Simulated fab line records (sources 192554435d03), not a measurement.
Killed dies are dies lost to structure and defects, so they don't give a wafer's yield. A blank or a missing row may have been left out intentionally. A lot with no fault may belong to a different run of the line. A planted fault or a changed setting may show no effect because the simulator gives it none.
Split-lot study    flow n5-finfet    21 wafers read from 7 lots, route of 1938 steps

## SPLIT DETAILS
At N5_FIN_SAQP_COAT_49 (time 60 s, resist thk 100 nm), the setting spin-rpm was moved away from the recipe's 1500 rpm on 11 of the 21 wafers read, by -10.3% to +7.5%. This setting was run at the recipe's value on the other wafers.

## FROM THE SPLIT TO THE READING: what the file shows between them, 7 steps
- N5_FIN_SAQP_DEVELOP_15: develop time 30 s (also split here: develop-time-s)
- N5_FIN_SAQP_DESCUM_21: chemistry O2, time 7.9 s
- N5_FIN_SAQP_ETCH_51: etches SiARC in CF4, target depth 45.5 nm, time 75.8 s
- N5_FIN_SAQP_ETCH_52: etches SOC in N2/H2, target depth 100 nm, overetch 20 nm, time 150 s
- N5_FIN_SAQP_STRIP_53: strips in N2/H2
- N5_FIN_SAQP_HM_OPEN_73: chemistry CHF3/O2, target SiO2, stops on a-Si, target depth 12 nm, time 16.8 s
- N5_FIN_SAQP_STRIP_74: strips in CHF3/O2

## THE READING
SOC_of_FIN_SAQP_COAT_49.thk-nm (the simulator's own value, which no gauge read), in nm, at N5_FIN_SAQP_MANDREL_ETCH_22 (etches a-Si in HBr/Cl2, stops on SiNx, target depth 60 nm, bt time 10 s, time 30 s). There is no usual value for it anywhere in the file. Here, 10 wafers ran the recipe; their average is 76.36 nm with a standard deviation of 0.27 nm.

wafer   tool, chamber at the split  spin-rpm as run, rpm  against the recipe  SOC_of_FIN_SAQP_COAT_49.thk-nm, nm  against lot-mates on the recipe
L075.1  litho-track-05, 0           1606                  +7.1%               72.38                               no lot-mate on the recipe
L075.3  litho-track-05, 0           1606                  +7.1%               72.26                               no lot-mate on the recipe
L075.6  litho-track-05, 0           1606                  +7.1%               72.41                               no lot-mate on the recipe
L081.2  litho-track-04, 0           1500                  recipe              75.82                               -
L081.5  litho-track-04, 0           1500                  recipe              76.52                               -
L081.6  litho-track-04, 0           1500                  recipe              76.53                               -
L083.1  litho-track-04, 0           1500                  recipe              76.24                               -
L083.3  litho-track-04, 0           1609                  +7.3%               72.74                               -3.53
L083.4  litho-track-04, 0           1500                  recipe              76.29                               -
L086.2  litho-track-02, 0           1346                  -10.3%              81.71                               no lot-mate on the recipe
L086.4  litho-track-02, 0           1346                  -10.3%              81.64                               no lot-mate on the recipe
L086.6  litho-track-02, 0           1346                  -10.3%              82                                  no lot-mate on the recipe
L088.1  litho-track-02, 0           1500                  recipe              76.16                               -
L088.3  litho-track-02, 0           1404                  -6.4%               79.55                               +3.39
L088.6  litho-track-02, 0           1404                  -6.4%               80.03                               +3.87
L093.1  litho-track-04, 0           1612                  +7.5%               72.54                               -3.89
L093.2  litho-track-04, 0           1500                  recipe              76.43                               -
L093.4  litho-track-04, 0           1612                  +7.5%               72.94                               -3.49
L095.2  litho-track-05, 0           1500                  recipe              76.64                               -
L095.4  litho-track-05, 0           1500                  recipe              76.19                               -
L095.6  litho-track-05, 0           1500                  recipe              76.79                               -

FIT RESULTS
A straight line over all 21 wafers: SOC_of_FIN_SAQP_COAT_49.thk-nm changes by -0.528 nm for each +1% of spin-rpm; r = -1.00; the points scatter about the line by 0.28 nm.
The same after taking each lot's own level away (the mean of its wafers on the recipe; 15 wafers): -0.52 nm for each +1%; r = -0.99; scatter 0.27 nm.
Per that fit: largest spin-rpm move, reading shift of 5.3 nm.
From 76.160 to 76.540 nm: that is the span of the lots' own levels, equal to 1.4 times the standard deviation above.
The two slopes are in agreement: the lot-to-lot level therefore moves the slope only a little.
Check: with one of the wafers moved furthest among these (+7.5%) left out of the fit, the line predicts -3.76 nm for it against its lot-mates. Against them it came out at -3.89 nm.

## OTHER SPLITS APPLIED TO THESE WAFERS
Other splits were also applied to these wafers ahead of the reading. Each is held against what the fit with the lots' levels taken away leaves over:
other split on the same wafers                     wafers away from the commonest value  r with SOC_of_FIN_SAQP_COAT_49.thk-nm (lot level and that fit taken away)
N5_ZERO_LAYER_EXPOSE_08 dose-mj                    6                                     +0.11
N5_WELL_APT_COAT_02 spin-rpm                       9                                     +0.15
N5_PMOS_HMC_CHANNEL_EPI_PEB_07 peb-time-s          7                                     +0.27
N5_PMOS_HMC_CHANNEL_EPI_DEVELOP_08 develop-time-s  8                                     +0.15
N5_FIN_SAQP_DEVELOP_15 develop-time-s              6                                     -0.25

## THE WHOLE CHAIN: every reading that the file lists as answering this split, in the file's order
step                         what it does                                                                        reading                                                                          change (the file's fit)                r (the file's)
N5_FIN_SAQP_COAT_49          time 60 s, resist thk 100 nm                                                        SOC_of_FIN_SAQP_COAT_49.thk-nm (the simulator's own value, which no gauge read)  -0.486 nm for each +1% of the setting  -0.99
N5_FIN_SAQP_ETCH_52          etches SOC in N2/H2, target depth 100 nm, overetch 20 nm, time 150 s                etch.depth-nm (the simulator's own value, which no gauge read)                   -0.486 nm for each +1% of the setting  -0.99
N5_FIN_SAQP_MANDREL_ETCH_22  etches a-Si in HBr/Cl2, stops on SiNx, target depth 60 nm, bt time 10 s, time 30 s  SOC_of_FIN_SAQP_COAT_49.thk-nm (the simulator's own value, which no gauge read)  -0.511 nm for each +1% of the setting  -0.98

## THE FILE'S OWN FIT
SOC_of_FIN_SAQP_COAT_49.thk-nm changes by -0.511 nm for each +1% of spin-rpm, r = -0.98.
